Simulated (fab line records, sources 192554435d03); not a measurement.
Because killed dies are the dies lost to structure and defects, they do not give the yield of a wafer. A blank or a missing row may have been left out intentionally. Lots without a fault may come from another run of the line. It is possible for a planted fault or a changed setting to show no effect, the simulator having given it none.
Chamber matching -- flow n5Finfet -- N5_HKMG_FIN_ALD_74 on aldHk-03 has 4 sister chambers
The step deposits La2O3, target thk 0.5 nm, pulse time 6 s, co reactant pulse time 1 s. 4 wafers are shown with their chamber, then 7 later ones without.

== WAFERS PAIRED WITH THEIR CHAMBERS ==
wafer,chamber,heaterPowerW (W)
L079.6,2,378
L088.5,0,304
L090.1,1,308
L090.3,3,344

== WAFERS WITHOUT THEIR CHAMBER ==
wafer,heaterPowerW (W)
L090.4,376
L095.2,317
L095.3,313
L095.4,366
L097.1,373
L097.5,355
L097.6,310

== CHAMBER TAKEN BY EACH ==
wafer,from the rows above,in truth
L090.4,2,2
L095.2,can't be placed: 1 or 0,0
L095.3,can't be placed: 1 or 0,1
L095.4,can't be placed: 2 or 3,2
L097.1,2,2
L097.5,can't be placed: 3 or 2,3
L097.6,can't be placed: 1 or 0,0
2 of 7 placed correctly. Not placeable from these rows: 5 (in 5, the candidates include the true chamber). Placed wrongly: 0.
How it was worked out, from the rows above alone: a wafer's distance from a chamber is the root of the sum, over the readings, of the square of ((its reading less the chamber's mean) divided by the reading's scatter). If the next closest chamber is less than 2 further off than the closest, the wafer can't be placed; otherwise it belongs to the closest. The mean given for a chamber averages the wafers shown for that chamber. The scatter (one wafer shown for each chamber): square how far every hidden wafer sits from the nearest shown wafer, average those squares and take the square root.
